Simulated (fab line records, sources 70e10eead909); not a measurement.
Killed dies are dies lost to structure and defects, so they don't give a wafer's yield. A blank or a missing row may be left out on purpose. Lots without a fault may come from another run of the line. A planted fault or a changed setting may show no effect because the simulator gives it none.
Problem report in the 8D (eight disciplines) form, filled by code | flow nand_harc | the parts of the form that need people (team, actions taken, sign-off) are left out

1. THE PROBLEM
run_length_s at NHARC_A_CONTACT_ETCH_110 reads a mean of 51.4 s on 3 wafers of 2 lots; wafers without a fault read 54.2 s with a standard deviation of 0.33. That is -8.4 standard deviations from the usual mean.
The step: etches the open film in CF4/O2, target depth 60 nm, overetch 6 nm, time 33 s.
First seen on wafer L973.3, day 30 23:45, on rie_diel-08. The record holds 42 wafers of 14 lots with a number at this step. Rule for "out", or "out of limits": more than 4 standard deviations from the usual mean. The other wafers with a number count as sound.

2. WHAT IT IS AND WHAT IT IS NOT
question                    | is                     | is not
which readings at this step | run_length_s           | drypump_motor_current_A, oes_product_au, rf_vpp_V, showerhead_plenum_p_Torr, throttle_valve_pct
which lots                  | L973, L974             | L954, L955, L956, L957, L959, L960, L961, L962, L963, L964, L966, L976
which wafers of those lots  | L973.3, L973.5, L974.3 | L973.2, L974.1, L974.6
read on which tools         | rie_diel-08            | rie_diel-02
when                        | from day 30 23:45      | up to then (34 sound wafers); but 5 sound wafers of L974, L976 came after

3. SUSPECTS, AND WHAT RULES EACH OUT
Counting: a tool at a process step up to the reading stays a suspect if it ran every lot that is out. Sound lots after the first of them don't rule it out here, since some wafers of a struck lot are sound.
- rie_diel-08 at NHARC_A_CONTACT_ETCH_110 (etches the open film in CF4/O2, target depth 60 nm, overetch 6 nm, time 33 s): kept. It ran every lot that is out, first L973 (day 30 23:45); its last sound lot up to then is L966 (day 27 16:05). Its own readings are out on those wafers: run_length_s.
Left after counting: rie_diel-08 at NHARC_A_CONTACT_ETCH_110.

4. THE CAUSE (what the simulator had put in)
Process parameter drift: rie_diel-08, from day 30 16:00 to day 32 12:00, at NHARC_A_CONTACT_ETCH_110. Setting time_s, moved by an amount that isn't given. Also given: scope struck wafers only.
Counting left only this tool.

5. THE CHAIN OF EFFECTS, in route order
Each row: a reading whose mean over the struck wafers that have a number lies more than 3 standard deviations from the usual. Only readings for which the record gives a usual standard deviation are gone through. hours: the time from each lot's start at the first step in this table that gives one to its start at this step, as a median over the lots. sigmas: the change in usual standard deviations.
hours | step                     | reading      | usual  | on struck wafers | change | sigmas
0     | NHARC_A_CONTACT_ETCH_110 | run_length_s | 54.2 s | 51.4             | -2.8   | -8.4
The process steps in it:
- NHARC_A_CONTACT_ETCH_110: etches the open film in CF4/O2, target depth 60 nm, overetch 6 nm, time 33 s.
Readings that are blank on the struck wafers while sound wafers have them: bias_w at NHARC_A_CONTACT_ETCH_110.

6. WHAT WOULD HAVE CAUGHT IT SOONER
In this record the first reading out of limits was taken at day 30 23:45, 8 hours after the fault began at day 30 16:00.
